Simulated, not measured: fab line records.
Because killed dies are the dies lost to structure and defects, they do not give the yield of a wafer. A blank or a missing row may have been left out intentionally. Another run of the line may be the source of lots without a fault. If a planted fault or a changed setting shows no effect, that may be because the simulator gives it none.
Matching of chambers + flow nandHarc + NHARC_A_STAIRCASE_ETCHBACK_422 on rieDiel-03: 3 sister chambers
The step etches the open film in CH3F/O2, target depth 40 nm, time 74.286 s. 3 wafers are shown with their chamber, then 7 later ones without.

== WAFERS, EACH WITH ITS CHAMBER ==
| wafer  | chamber | showerheadPlenumPTorr (Torr) |
|--------|---------|------------------------------|
| L090.6 | 3       | 2.29                         |
| L092.3 | 2       | 2.61                         |
| L092.4 | 1       | 2.55                         |

== WAFERS WITH NO CHAMBER GIVEN ==
| wafer  | showerheadPlenumPTorr (Torr) |
|--------|------------------------------|
| L093.2 | 2.60                         |
| L093.4 | 2.29                         |
| L093.5 | 2.60                         |
| L096.3 | 2.55                         |
| L096.5 | 2.60                         |
| L094.3 | 2.29                         |
| L094.4 | 2.60                         |

== EACH ONE'S CHAMBER ==
| wafer  | from the rows above | in truth |
|--------|---------------------|----------|
| L093.2 | 2                   | 2        |
| L093.4 | 3                   | 3        |
| L093.5 | 2                   | 2        |
| L096.3 | 1                   | 1        |
| L096.5 | 2                   | 2        |
| L094.3 | 3                   | 3        |
| L094.4 | 2                   | 2        |
Placed correctly: 7 of 7. Number that these rows cannot place: 0. 0 placed wrongly.
How it was worked out, from the rows above alone: a wafer's distance from a chamber is the root of the sum, over the readings, of the square of ((its reading less the chamber's mean) divided by the reading's scatter). If the next closest chamber is less than 2 further off than the closest, the wafer can't be placed; otherwise it belongs to the closest. Each chamber's mean is taken over the wafers shown for it. The scatter (one wafer shown for each chamber): square how far every hidden wafer sits from the nearest shown wafer, average those squares and take the square root.
